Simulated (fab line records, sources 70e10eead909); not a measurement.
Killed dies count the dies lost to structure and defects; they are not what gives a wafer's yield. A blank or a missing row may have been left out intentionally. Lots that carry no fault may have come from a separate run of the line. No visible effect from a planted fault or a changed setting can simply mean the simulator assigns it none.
Shared-tool check -- flow nand-harc -- Lots sampled 2, wafers sampled 6

== WHAT PROMPTED THE OPENING ==
Flagged at NHARC_END_SORT_01: reading killed-dies, on 2 of 2 lots. Wafers without a fault read 32, standard deviation 11.
Rule: a lot is flagged in two cases, either no wafer of it has a number, or all its wafers with numbers fall more than 4 standard deviations from that mean. As for the other lots, they are considered sound.

lot,measured,on,"killed-dies, wafer by wafer",flag
L381,day 23 19:44,prober-02,105 138 134,FLAGGED
L382,day 23 19:52,prober-01,124 102 111,FLAGGED
On average the flagged lots' numbers are 119, which is +87 against the usual, or +8 standard deviations.

== LOT BY LOT: THE TOOL USED ==
The record holds 3 process steps before the reading, out of a route of 1159 steps. In each cell: the tool, then ch and the chambers that the sampled wafers went through, then the start.
lot,flag,NHARC_A_CONTACT_STRIP_108,NHARC_THIN_TSV_ETCH_15,NHARC_THIN_TSV_DESCUM_35
L381,FLAGGED,"rie-diel-07 ch 0,1,2, day 21 14:17","rie-si-01 ch 0,2,3, day 22 23:27","rie-diel-13 ch 0,1,3, day 23 04:45"
L382,FLAGGED,"rie-diel-07 ch 0,2,3, day 21 15:11","rie-si-06 ch 0,3, day 23 05:23","rie-diel-13 ch 0,1, day 23 10:40"
These steps, and what they do:
- NHARC_A_CONTACT_STRIP_108: strips in CF4/CHF3.
- NHARC_THIN_TSV_ETCH_15: target depth 3000 nm, bosch target overetch cycles 2, bosch etch step 2.8 s.
- NHARC_THIN_TSV_DESCUM_35: chemistry O2, time 3 s.
- NHARC_END_SORT_01

== FLAGGED AGAINST TOTAL, ONE TOOL AT A TIME (gauges that did the reading follow at the end) ==
step,tool,lots run,flagged,share of the flagged lots,sound lots run after its first flagged lot
NHARC_A_CONTACT_STRIP_108,rie-diel-07,2,2,all,0
NHARC_THIN_TSV_ETCH_15,rie-si-01,1,1,some,0
NHARC_THIN_TSV_ETCH_15,rie-si-06,1,1,some,0
NHARC_THIN_TSV_DESCUM_35,rie-diel-13,2,2,all,0
NHARC_END_SORT_01,prober-01,1,1,some,0
NHARC_END_SORT_01,prober-02,1,1,some,0

== THE TABLE: WHAT IT ALLOWS ==
Table rows that saw every flagged lot: 2, namely rie-diel-07 at NHARC_A_CONTACT_STRIP_108 and rie-diel-13 at NHARC_THIN_TSV_DESCUM_35.
- rie-diel-07 at NHARC_A_CONTACT_STRIP_108: 2 of its 2 lots flagged. In this sample it ran no sound lot ahead of its first flagged lot, so there is no way to narrow down the start.
- rie-diel-13 at NHARC_THIN_TSV_DESCUM_35: 2 of its 2 lots flagged. In this sample it ran no sound lot ahead of its first flagged lot, so there is no way to narrow down the start.
Counting lots can't tell these 2 tools apart, because each fits a fault that began at some hour. More lots, or a look at what each step does to the wafer, might.

== WHAT HAD BEEN PUT IN BY THE SIMULATOR ==
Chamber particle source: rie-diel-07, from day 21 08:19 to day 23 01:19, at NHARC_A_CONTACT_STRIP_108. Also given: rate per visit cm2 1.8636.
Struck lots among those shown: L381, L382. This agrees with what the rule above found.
